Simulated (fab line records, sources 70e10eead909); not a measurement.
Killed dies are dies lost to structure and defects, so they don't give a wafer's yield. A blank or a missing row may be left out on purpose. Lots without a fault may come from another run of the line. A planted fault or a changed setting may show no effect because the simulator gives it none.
Chamber matching | flow nand_harc | NHARC_P_M0_DEP_32 on pecvd-02: 3 sister chambers
The step deposits SiCN, target thk 30 nm. 14 wafers are shown with their chamber, then 7 later ones without.

WAFERS WITH THEIR CHAMBER
wafer  | chamber | heater_power_w (W) | rf_fwd_power_W (W)
L716.1 | 0       | 625                | 450.7
L716.2 | 2       | 502                | 449.1
L716.6 | 0       | 642                | 449.2
L717.3 | 0       | 660                | 449.7
L717.4 | 0       | 654                | 449.0
L717.5 | 2       | 621                | 448.5
L724.1 | 0       | 706                | 448.7
L724.3 | 2       | 586                | 451.5
L724.5 | 1       | 611                | 447.9
L730.1 | 1       | 508                | 448.0
L730.5 | 2       | 570                | 448.0
L730.6 | 1       | 523                | 448.4
L732.4 | 2       | 558                | 448.1
L732.5 | 1       | 545                | 451.0

SIGNATURES (means of the wafers above)
reading        | chamber 0 | chamber 1 | chamber 2 | scatter within a chamber
heater_power_w | 657.40    | 546.75    | 567.40    | 39.8
rf_fwd_power_W | 449.460   | 448.825   | 449.040   | 1.25
Rule: a wafer's distance from a chamber is the root of the sum, over the readings, of the square of ((its reading less the chamber's mean) divided by the reading's scatter). The wafer belongs to the nearest chamber; if the next one is less than 2 further off, it can't be placed. The scatter: the root of (the sum of the squares of (reading less its chamber's mean) over the shown wafers, divided by (wafers less chambers)).

WAFERS WITHOUT THEIR CHAMBER
wafer  | heater_power_w (W) | rf_fwd_power_W (W)
L732.6 | 665                | 446.5
L735.2 | 607                | 450.2
L735.3 | 556                | 447.7
L735.5 | 559                | 447.3
L736.1 | 496                | 448.6
L736.4 | 566                | 449.6
L736.6 | 489                | 448.9

WHICH CHAMBER EACH WENT THROUGH
wafer  | from the rows above          | in truth
L732.6 | can't be placed: 0 or 2 or 1 | 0
L735.2 | can't be placed: 2 or 0 or 1 | 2
L735.3 | can't be placed: 1 or 2 or 0 | 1
L735.5 | can't be placed: 1 or 2 or 0 | 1
L736.1 | can't be placed: 1 or 2      | 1
L736.4 | can't be placed: 2 or 1 or 0 | 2
L736.6 | can't be placed: 1 or 2      | 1
Placed correctly: 0 of 7. Can't be placed from these rows: 7 (the true chamber is among the candidates in 7). Placed wrongly: 0.
